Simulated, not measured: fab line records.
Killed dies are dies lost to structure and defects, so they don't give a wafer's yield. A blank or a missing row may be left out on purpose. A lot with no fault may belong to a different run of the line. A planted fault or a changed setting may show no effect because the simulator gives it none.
Matching of chambers	flow n5Finfet	3 sister chambers for N5_SPACER0_ALD_07 on aldSin-01
The step deposits SiNx, target thk 2 nm. 14 wafers are shown with their chamber, then 5 later ones without.

WAFERS WITH THEIR CHAMBER
wafer	chamber	heaterPowerOuterW (W)	heaterPowerW (W)	chamberPressureTorr (Torr)
L145.3	3	446	764	2.003
L145.5	1	517	856	1.992
L145.6	2	538	829	2.001
L146.1	3	447	768	2.001
L146.2	1	532	855	1.995
L146.6	2	549	832	2.003
L147.1	2	534	845	1.988
L147.4	3	460	789	2.005
L147.5	3	451	792	1.995
L156.1	2	538	841	2.010
L156.3	1	512	860	2.001
L156.5	3	447	797	1.996
L157.1	3	453	790	2.003
L157.4	1	531	848	2.001

SIGNATURES (means of the wafers above)
reading	chamber 1	chamber 2	chamber 3	scatter within a chamber
heaterPowerOuterW	523.00	539.75	450.67	7.19
heaterPowerW	854.75	836.75	783.33	10.4
chamberPressureTorr	1.99725	2.00050	2.00050	0.00601
Rule: a wafer lies at a distance from a chamber equal to the root of the sum of squares, over the readings, of (its reading less the chamber's mean, divided by the reading's scatter). The wafer belongs to the nearest chamber; if the next one is less than 2 further off, it can't be placed. The scatter: take each reading less its chamber's mean, square it, sum over the shown wafers, divide by the number of wafers less the number of chambers, and take the root.

WAFERS WITHOUT THEIR CHAMBER
wafer	heaterPowerOuterW (W)	heaterPowerW (W)	chamberPressureTorr (Torr)
L157.5	544	838	2.005
L159.3	549	840	1.993
L159.4	448	789	1.998
L160.3	461	794	2.002
L160.5	524	835	1.998

WHICH CHAMBER EACH ONE RAN IN
wafer	from the rows above	in truth
L157.5	2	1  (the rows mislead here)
L159.3	2	2
L159.4	3	3
L160.3	3	3
L160.5	can't be placed: 1 or 2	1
Placed correctly: 3 of 5. Cannot be placed on the basis of these rows: 1; the candidates contain the true chamber in 1. Wrongly placed: 1.
